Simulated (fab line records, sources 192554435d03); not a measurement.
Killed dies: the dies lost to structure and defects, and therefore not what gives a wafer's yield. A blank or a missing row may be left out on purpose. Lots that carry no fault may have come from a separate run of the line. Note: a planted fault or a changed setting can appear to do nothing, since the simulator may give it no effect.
The tool behind it: which one?	flow n5-finfet	72 wafers from 24 lots sampled at 6 of the route's 1938 steps

== WHAT THE GAUGES SHOWED, per wafer ==
N5_BEOL_M12_CD_MEAS_10 targets a cd of 140 nm. Usual: cd-nm 139.8 nm, standard deviation 2.9.
lot	measured	on	cd-nm (nm)	flag
L076	day 14 22:11	cd-sem-01	144.8 144.3 138.0	
L074	day 15 03:28	cd-sem-02	134.0 142.0 134.4	
L075	day 15 03:47	cd-sem-01	141.0 142.9 133.0	
L077	day 15 12:17	cd-sem-02	138.8 139.9 144.7	
L078	day 15 13:27	cd-sem-02	139.3 137.8 142.0	
L079	day 15 13:43	cd-sem-02	142.2 137.1 139.2	
L081	day 16 03:13	cd-sem-03	138.8 139.4 141.8	
L083	day 16 09:59	cd-sem-03	137.4 138.3 138.1	
L080	day 16 13:54	cd-sem-03	143.3 143.7 144.2	
L082	day 16 14:20	cd-sem-02	144.8 142.6 140.2	
L085	day 16 17:20	cd-sem-02	147.0 142.2 140.4	
L084	day 17 03:29	cd-sem-02	141.1 146.2 145.3	
L086	day 17 06:19	cd-sem-03	141.3 138.9 139.9	
L089	day 17 20:25	cd-sem-01	139.0 137.7 141.2	
L091	day 18 01:08	cd-sem-01	138.2 139.8 141.2	
L087	day 18 09:12	cd-sem-03	138.7 137.6 134.4	
L090	day 18 13:19	cd-sem-03	140.4 132.5 138.4	
L088	day 18 13:58	cd-sem-02	143.0 140.2 138.6	
L092	day 18 14:43	cd-sem-01	138.1 139.9 139.8	
L093	day 19 05:11	cd-sem-02	144.8 142.9 139.9	
L094	day 19 13:20	cd-sem-02	143.2 139.1 139.0	
L095	day 19 22:50	cd-sem-03	139.9 139.2 139.5	
L096	day 20 00:39	cd-sem-03	138.3 136.7 139.4	
L097	day 20 11:50	cd-sem-03	140.8 139.7 140.6	

N5_BEOL_M13_CD_MEAS_10 targets a cd of 190 nm. Usual: cd-nm 189.5 nm, standard deviation 1.8.
lot	measured	on	cd-nm (nm)	flag
L076	day 15 04:28	cd-sem-01	186.8 188.0 187.7	
L074	day 15 10:08	cd-sem-02	189.9 188.7 191.9	
L075	day 15 10:40	cd-sem-01	190.0 190.7 189.4	
L077	day 15 16:53	cd-sem-01	192.2 192.6 191.8	
L078	day 15 20:29	cd-sem-01	187.0 186.7 186.6	
L079	day 16 04:47	cd-sem-03	188.3 188.2 187.4	
L081	day 16 09:59	cd-sem-01	186.5 186.5 186.6	
L083	day 16 14:09	cd-sem-02	188.9 191.5 191.8	
L080	day 16 21:56	cd-sem-01	189.5 189.1 191.3	
L082	day 16 23:06	cd-sem-03	191.1 190.0 191.3	
L085	day 16 23:46	cd-sem-01	191.3 191.1 189.6	
L084	day 17 09:37	cd-sem-03	190.2 188.9 188.9	
L086	day 17 11:03	cd-sem-03	188.1 187.9 188.2	
L089	day 18 07:26	cd-sem-01	189.4 187.5 187.8	
L091	day 18 08:28	cd-sem-03	189.0 188.6 187.0	
L087	day 18 14:31	cd-sem-03	189.6 189.8 189.0	
L090	day 18 18:05	cd-sem-03	191.3 191.3 191.3	
L088	day 18 18:35	cd-sem-01	189.6 190.0 190.3	
L092	day 18 19:05	cd-sem-03	186.6 186.2 187.8	
L093	day 19 10:28	cd-sem-01	190.9 191.4 190.5	
L094	day 19 18:41	cd-sem-02	191.4 190.4 190.8	
L095	day 20 04:17	cd-sem-01	189.7 188.9 189.8	
L096	day 20 05:50	cd-sem-02	188.5 190.0 191.8	
L097	day 20 17:47	cd-sem-03	191.6 191.2 191.2	

== EACH LOT AND THE TOOL THAT RAN IT (in order: tool; ch and the chambers of the sampled wafers; start) ==
lot	N5_BEOL_M12_ETCH_59	N5_BEOL_M12_DESCUM_33	N5_BEOL_M12_ANNEAL_48	N5_BEOL_M12_DEP_53
L076	rie-diel-05 ch 0,1, day 14 22:19	rie-diel-01 ch 0,1,2, day 14 23:22	rtp-anneal-02 ch 0, day 15 03:10	pecvd-03 ch 0,1,2, day 15 03:46
L074	rie-diel-05 ch 0,1, day 15 03:35	rie-diel-05 ch 0,3, day 15 04:36	rtp-anneal-02 ch 0, day 15 08:51	pecvd-02 ch 0,1,2, day 15 09:26
L075	rie-diel-01 ch 0,2, day 15 03:58	rie-diel-01 ch 0,2, day 15 05:12	rtp-anneal-01 ch 0, day 15 09:23	pecvd-01 ch 1,2, day 15 10:04
L077	rie-diel-05 ch 1,3, day 15 12:37	rie-diel-05 ch 0,1,3, day 15 13:29	rtp-anneal-01 ch 0, day 15 15:28	pecvd-03 ch 0,1, day 15 16:18
L078	rie-diel-04 ch 1,2,3, day 15 13:35	rie-diel-04 ch 0,1,3, day 15 14:34	rtp-anneal-01 ch 0, day 15 19:07	pecvd-02 ch 0,1,2, day 15 19:46
L079	rie-diel-04 ch 2,3, day 15 14:16	rie-diel-01 ch 0,1,3, day 15 15:18	rtp-anneal-02 ch 0, day 16 03:36	pecvd-01 ch 1,2, day 16 04:12
L081	rie-diel-01 ch 0,3, day 16 03:22	rie-diel-01 ch 0,1, day 16 04:14	rtp-anneal-02 ch 0, day 16 08:28	pecvd-02 ch 1,2, day 16 09:08
L083	rie-diel-05 ch 0,1, day 16 10:06	rie-diel-01 ch 1,3, day 16 10:58	rtp-anneal-02 ch 0, day 16 12:49	pecvd-02 ch 0,1,2, day 16 13:34
L080	rie-diel-05 ch 1,2, day 16 14:01	rie-diel-01 ch 0,1, day 16 14:55	rtp-anneal-01 ch 0, day 16 20:37	pecvd-03 ch 0,1, day 16 21:14
L082	rie-diel-01 ch 1,3, day 16 14:34	rie-diel-01 ch 0,1,3, day 16 15:34	rtp-anneal-02 ch 0, day 16 21:35	pecvd-02 ch 0,1,2, day 16 22:24
L085	rie-diel-01 ch 0,3, day 16 17:41	rie-diel-01 ch 0,1,2, day 16 18:44	rtp-anneal-01 ch 0, day 16 22:27	pecvd-01 ch 0,1,2, day 16 23:04
L084	rie-diel-01 ch 0,2, day 17 03:40	rie-diel-05 ch 0,1,2, day 17 04:56	rtp-anneal-01 ch 0, day 17 08:15	pecvd-01 ch 0,1,2, day 17 08:54
L086	rie-diel-05 ch 0,3, day 17 06:26	rie-diel-01 ch 0,1, day 17 07:29	rtp-anneal-01 ch 0, day 17 09:34	pecvd-02 ch 0,2, day 17 10:19
L089	rie-diel-01 ch 0,1,2, day 17 20:41	rie-diel-04 ch 0,2,3, day 17 21:36	rtp-anneal-02 ch 0, day 18 06:11	pecvd-02 ch 0,2, day 18 06:51
L091	rie-diel-05 ch 0,1, day 18 01:15	rie-diel-01 ch 0,2,3, day 18 02:29	rtp-anneal-02 ch 0, day 18 07:16	pecvd-03 ch 0,1,2, day 18 07:50
L087	rie-diel-05 ch 0,2, day 18 09:19	rie-diel-05 ch 1,3, day 18 10:19	rtp-anneal-02 ch 0, day 18 13:17	pecvd-01 ch 0,1,2, day 18 13:56
L090	rie-diel-04 ch 1,3, day 18 13:26	rie-diel-05 ch 0,2, day 18 14:19	rtp-anneal-02 ch 0, day 18 16:47	pecvd-01 ch 0,1, day 18 17:23
L088	rie-diel-05 ch 0,2,3, day 18 14:05	rie-diel-04 ch 1,2, day 18 15:05	rtp-anneal-02 ch 0, day 18 17:14	pecvd-01 ch 0,1, day 18 17:53
L092	rie-diel-04 ch 0,1,2, day 18 14:50	rie-diel-01 ch 0,2, day 18 15:45	rtp-anneal-02 ch 0, day 18 17:55	pecvd-02 ch 0,2, day 18 18:30
L093	rie-diel-04 ch 1,2,3, day 19 05:18	rie-diel-04 ch 0,3, day 19 06:19	rtp-anneal-01 ch 0, day 19 09:07	pecvd-03 ch 0,1,2, day 19 09:46
L094	rie-diel-05 ch 0,1,3, day 19 13:28	rie-diel-04 ch 0,1,2, day 19 14:20	rtp-anneal-02 ch 0, day 19 17:22	pecvd-03 ch 0,1, day 19 18:02
L095	rie-diel-04 ch 1,2,3, day 19 23:02	rie-diel-04 ch 1,2,3, day 20 00:01	rtp-anneal-02 ch 0, day 20 02:58	pecvd-03 ch 0,1, day 20 03:38
L096	rie-diel-01 ch 1,2, day 20 00:47	rie-diel-01 ch 1,2, day 20 02:11	rtp-anneal-02 ch 0, day 20 04:36	pecvd-02 ch 1,2, day 20 05:15
L097	rie-diel-05 ch 2,3, day 20 11:58	rie-diel-01 ch 0,1,3, day 20 12:58	rtp-anneal-01 ch 0, day 20 16:35	pecvd-03 ch 0,1,2, day 20 17:12
- N5_BEOL_M12_ETCH_59: etches BARC in N2/H2, target depth 89 nm, overetch 26.7 nm, time 67.9 s.
- N5_BEOL_M12_DESCUM_33: chemistry O2, time 7.9 s.
- N5_BEOL_M12_ANNEAL_48: time 90 s.
- N5_BEOL_M12_DEP_53: deposits SiCN from 3MS/NH3, target thk 30 nm, time 10.5 s.

== WHAT THE TOOLS THEMSELVES READ (means of the sampled wafers that have a number; where no wafer has one, the mark that the record gives instead) ==
N5_BEOL_M12_ETCH_59. Usual: drypump-motor-current-A 6.0 A, standard deviation 0.39; n2-flow-sccm 200.1 sccm, standard deviation 0.56; oes-product-au 0.67 a.u., standard deviation 0.051; rf-vpp-V 525.0 V, standard deviation 2.1; showerhead-plenum-p-Torr 2.59 Torr, standard deviation 0.075; throttle-valve-pct 17.84 %, standard deviation 0.26.
lot	tool	drypump-motor-current-A (A)	n2-flow-sccm (sccm)	oes-product-au (a.u.)	rf-vpp-V (V)	showerhead-plenum-p-Torr (Torr)	throttle-valve-pct (%)	flag
L076	rie-diel-05	5.9	200.3	0.68	527.2	2.66	17.68	
L074	rie-diel-05	5.9	200.3	0.66	527.9	2.66	17.69	
L075	rie-diel-01	5.8	199.8	0.61	524.6	2.57	17.97	
L077	rie-diel-05	6.5	199.7	0.68	527.1	2.67	17.79	
L078	rie-diel-04	5.9	199.6	0.72	524.5	2.57	17.83	
L079	rie-diel-04	5.6	200.4	0.74	524.1	2.57	17.65	
L081	rie-diel-01	6.3	200.8	0.61	524.7	2.56	17.90	
L083	rie-diel-05	6.0	200.4	0.67	526.6	2.67	17.97	
L080	rie-diel-05	5.9	200.4	0.67	525.2	2.60	18.00	
L082	rie-diel-01	6.3	200.2	0.63	522.1	2.49	17.80	
L085	rie-diel-01	6.3	200.0	0.61	524.3	2.56	17.91	
L084	rie-diel-01	6.0	200.2	0.69	525.5	2.62	17.98	
L086	rie-diel-05	6.0	200.0	0.65	527.1	2.64	17.53	
L089	rie-diel-01	5.9	199.9	0.71	523.4	2.55	17.89	
L091	rie-diel-05	6.0	200.5	0.66	526.9	2.66	18.00	
L087	rie-diel-05	5.7	200.0	0.64	526.4	2.60	17.62	
L090	rie-diel-04	6.1	200.1	0.72	525.4	2.59	18.00	
L088	rie-diel-05	6.1	200.5	0.65	525.9	2.61	17.67	
L092	rie-diel-04	5.7	199.8	0.68	523.3	2.53	17.96	
L093	rie-diel-04	5.9	199.8	0.69	523.3	2.56	17.89	
L094	rie-diel-05	6.2	199.9	0.65	526.6	2.65	17.81	
L095	rie-diel-04	5.9	200.1	0.68	523.9	2.55	17.89	
L096	rie-diel-01	5.8	199.9	0.70	521.9	2.47	17.81	
L097	rie-diel-05	6.1	200.4	0.65	524.5	2.58	17.84	

N5_BEOL_M12_DESCUM_33. Usual: drypump-motor-current-A 6.0 A, standard deviation 0.39; o2-flow-sccm 225.0 sccm, standard deviation 0.77; oes-product-au 0.81 a.u., standard deviation 0.081; rf-vpp-V 243.4 V, standard deviation 1.2; showerhead-plenum-p-Torr 2.11 Torr, standard deviation 0.061; throttle-valve-pct 20.37 %, standard deviation 0.21.
lot	tool	drypump-motor-current-A (A)	o2-flow-sccm (sccm)	oes-product-au (a.u.)	rf-vpp-V (V)	showerhead-plenum-p-Torr (Torr)	throttle-valve-pct (%)	flag
L076	rie-diel-01	5.9	225.3	0.78	243.8	2.10	20.40	
L074	rie-diel-05	6.4	224.9	0.78	244.7	2.22	20.39	
L075	rie-diel-01	6.0	224.7	0.73	243.4	2.14	20.33	
L077	rie-diel-05	6.2	224.9	0.78	244.7	2.21	20.44	
L078	rie-diel-04	5.7	224.9	0.89	243.9	2.10	20.32	
L079	rie-diel-01	6.2	225.0	0.78	243.4	2.10	20.43	
L081	rie-diel-01	6.1	226.2	0.79	243.8	2.14	20.47	
L083	rie-diel-01	6.2	225.5	0.75	242.9	2.07	20.44	
L080	rie-diel-01	6.1	223.9	0.79	243.6	2.13	20.49	
L082	rie-diel-01	6.2	225.0	0.77	242.9	2.10	20.46	
L085	rie-diel-01	5.9	224.9	0.86	243.3	2.09	20.32	
L084	rie-diel-05	5.9	225.0	0.77	244.2	2.15	20.34	
L086	rie-diel-01	6.0	225.0	0.82	243.0	2.10	20.58	
L089	rie-diel-04	5.5	225.4	0.82	242.5	2.07	20.26	
L091	rie-diel-01	6.0	225.5	0.89	243.1	2.09	20.16	
L087	rie-diel-05	6.4	225.8	0.79	244.3	2.21	20.64	
L090	rie-diel-05	5.7	225.5	0.74	243.8	2.14	20.21	
L088	rie-diel-04	6.1	224.4	0.80	242.8	2.10	20.46	
L092	rie-diel-01	6.0	224.5	0.78	244.1	2.12	20.27	
L093	rie-diel-04	5.5	225.0	0.86	243.8	2.09	20.23	
L094	rie-diel-04	5.7	224.6	0.79	242.8	2.07	20.42	
L095	rie-diel-04	5.9	224.9	0.80	244.4	2.10	20.35	
L096	rie-diel-01	5.6	225.5	0.86	241.9	2.04	20.23	
L097	rie-diel-01	6.2	225.3	0.81	242.8	2.09	20.42	

N5_BEOL_M12_ANNEAL_48. Usual: anneal-temp-c 224.97 C, standard deviation 0.15; wafer_temp_C_max 225.83, standard deviation 0.23.
lot	tool	anneal-temp-c (C)	wafer_temp_C_max	flag
L076	rtp-anneal-02	224.93	226.00	
L074	rtp-anneal-02	225.07	225.58	
L075	rtp-anneal-01	224.79	225.62	
L077	rtp-anneal-01	225.06	225.96	
L078	rtp-anneal-01	225.07	225.79	
L079	rtp-anneal-02	225.11	225.95	
L081	rtp-anneal-02	224.89	225.73	
L083	rtp-anneal-02	224.86	225.42	
L080	rtp-anneal-01	224.90	225.81	
L082	rtp-anneal-02	225.07	225.67	
L085	rtp-anneal-01	225.03	225.99	
L084	rtp-anneal-01	224.86	226.07	
L086	rtp-anneal-01	225.12	225.96	
L089	rtp-anneal-02	224.89	225.76	
L091	rtp-anneal-02	224.99	225.78	
L087	rtp-anneal-02	224.99	225.81	
L090	rtp-anneal-02	224.92	225.78	
L088	rtp-anneal-02	225.02	225.60	
L092	rtp-anneal-02	224.81	225.87	
L093	rtp-anneal-01	225.02	226.09	
L094	rtp-anneal-02	225.07	226.05	
L095	rtp-anneal-02	225.03	226.03	
L096	rtp-anneal-02	224.86	225.71	
L097	rtp-anneal-01	225.08	225.57	

N5_BEOL_M12_DEP_53. Usual: showerhead-plenum-p-Torr 4.166 Torr, standard deviation 0.021; throttle-valve-pct 18.2 %, standard deviation 0.73.
lot	tool	showerhead-plenum-p-Torr (Torr)	throttle-valve-pct (%)	flag
L076	pecvd-03	4.167	18.2	
L074	pecvd-02	4.154	18.4	
L075	pecvd-01	4.190	17.1	
L077	pecvd-03	4.144	18.7	
L078	pecvd-02	4.154	18.5	
L079	pecvd-01	4.187	17.0	
L081	pecvd-02	4.145	18.6	
L083	pecvd-02	4.161	18.6	
L080	pecvd-03	4.147	18.9	
L082	pecvd-02	4.156	18.5	
L085	pecvd-01	4.172	17.7	
L084	pecvd-01	4.174	17.9	
L086	pecvd-02	4.175	18.5	
L089	pecvd-02	4.166	18.3	
L091	pecvd-03	4.168	18.3	
L087	pecvd-01	4.175	17.8	
L090	pecvd-01	4.170	18.6	
L088	pecvd-01	4.166	18.6	
L092	pecvd-02	4.172	18.2	
L093	pecvd-03	4.168	18.4	
L094	pecvd-03	4.148	18.5	
L095	pecvd-03	4.153	18.7	
L096	pecvd-02	4.146	17.7	
L097	pecvd-03	4.171	18.4	

== THE ANSWER, worked out from the rows above alone ==
Rule: a lot is off if the mean of its wafers that have a number lies more than 3 standard deviations from the usual mean. A lot without any number at a reading at which 4 lots or more have one is off too. All remaining lots with rows at the step are treated as sound. After the gauges, taken in route order, come the tools' own readings; for these a lot's mean is taken, as printed above. The first step at which some lot is off is used, and at that step the reading that is off furthest; a lot without a number counts as furthest.
No lot is off at any reading shown: from this, nothing can be told.

== WHAT THE SIMULATOR PUT IN ==
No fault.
